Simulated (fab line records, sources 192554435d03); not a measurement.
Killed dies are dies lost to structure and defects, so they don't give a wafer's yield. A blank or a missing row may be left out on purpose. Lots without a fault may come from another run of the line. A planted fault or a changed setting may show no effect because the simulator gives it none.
Split-lot experiment | flow n5_finfet | 7 lots, 21 wafers read, on a route of 1938 steps

THE SPLIT
At N5_BEOL_M9_COAT_05 (resist thk 90 nm), the setting spin_rpm was moved away from the recipe's 1500 rpm on 8 of the 21 wafers read, by -10.5% to -5.8%. The other wafers ran this setting at the recipe's value.

FROM THE SPLIT TO THE READING: what the file shows between them, 4 steps
- N5_BEOL_M9_EBR_07
- N5_BEOL_M9_SOFTBAKE_06: time 60 s
- N5_BEOL_M9_EXPOSE_08: exposes mask M9
- N5_BEOL_M9_PEB_09: peb time 60 s

THE READING
CAR-ArF_of_BEOL_M9_COAT_05.thk_nm (the simulator's own value, which no gauge read), in nm, at N5_BEOL_M9_DEVELOP_10 (develop time 30 s). The file gives no usual value for it. The 13 wafers here that ran the recipe average 88.1 nm, standard deviation 0.23 nm.

wafer  | tool, chamber at the split | spin_rpm as run, rpm | against the recipe | CAR-ArF_of_BEOL_M9_COAT_05.thk_nm, nm | against lot-mates on the recipe
L078.1 | litho_track-04, 0          | 1500                 | recipe             | 88.6                                  | -
L078.2 | litho_track-04, 0          | 1500                 | recipe             | 88.4                                  | -
L078.3 | litho_track-04, 0          | 1343                 | -10.5%             | 93.6                                  | +5.1
L074.2 | litho_track-01, 0          | 1413                 | -5.8%              | 91                                    | no lot-mate on the recipe
L074.6 | litho_track-01, 0          | 1413                 | -5.8%              | 91                                    | no lot-mate on the recipe
L074.4 | litho_track-01, 0          | 1413                 | -5.8%              | 91.2                                  | no lot-mate on the recipe
L080.2 | litho_track-02, 0          | 1389                 | -7.4%              | 92                                    | no lot-mate on the recipe
L080.6 | litho_track-02, 0          | 1389                 | -7.4%              | 92                                    | no lot-mate on the recipe
L080.3 | litho_track-02, 0          | 1389                 | -7.4%              | 92.4                                  | no lot-mate on the recipe
L089.1 | litho_track-02, 0          | 1500                 | recipe             | 88.2                                  | -
L089.4 | litho_track-02, 0          | 1500                 | recipe             | 88                                    | -
L089.6 | litho_track-02, 0          | 1500                 | recipe             | 88.4                                  | -
L094.1 | litho_track-01, 0          | 1500                 | recipe             | 88                                    | -
L094.3 | litho_track-01, 0          | 1500                 | recipe             | 88.2                                  | -
L094.4 | litho_track-01, 0          | 1500                 | recipe             | 88.2                                  | -
L093.3 | litho_track-01, 0          | 1500                 | recipe             | 88.2                                  | -
L093.4 | litho_track-01, 0          | 1412                 | -5.9%              | 91                                    | +2.9
L093.6 | litho_track-01, 0          | 1500                 | recipe             | 88                                    | -
L095.1 | litho_track-02, 0          | 1500                 | recipe             | 87.8                                  | -
L095.5 | litho_track-02, 0          | 1500                 | recipe             | 87.8                                  | -
L095.4 | litho_track-02, 0          | 1500                 | recipe             | 88                                    | -

THE FIT
A straight line over all 21 wafers: CAR-ArF_of_BEOL_M9_COAT_05.thk_nm changes by -0.523 nm for each +1% of spin_rpm; r = -0.99; the points scatter about the line by 0.22 nm.
The same after taking each lot's own level away (the mean of its wafers on the recipe; 15 wafers): -0.489 nm for each +1%; r = -1.00; scatter 0.12 nm.
On that fit, the largest move of spin_rpm shifts the reading by 5.1 nm.
The lots' own levels span 87.87 to 88.50 nm, that is 2.8 times the standard deviation above.
So the lot-to-lot level changes the slope little: the two slopes agree.
Check: with one of the wafers moved furthest among these (-10.5%) left out of the fit, the line predicts +5.17 nm for it against its lot-mates. It came out at +5.1 nm against them.

THE WHOLE CHAIN: every reading that the file lists as answering this split, in the file's order
step                  | what it does      | reading                                                                            | change (the file's fit)               | r (the file's)
N5_BEOL_M9_COAT_05    | resist thk 90 nm  | CAR-ArF_of_BEOL_M9_COAT_05.thk_nm (the simulator's own value, which no gauge read) | -0.478 nm for each +1% of the setting | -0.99
N5_BEOL_M9_DEVELOP_10 | develop time 30 s | CAR-ArF_of_BEOL_M9_COAT_05.thk_nm (the simulator's own value, which no gauge read) | -0.489 nm for each +1% of the setting | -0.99

THE FILE'S OWN FIT
CAR-ArF_of_BEOL_M9_COAT_05.thk_nm changes by -0.489 nm for each +1% of spin_rpm, r = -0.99.
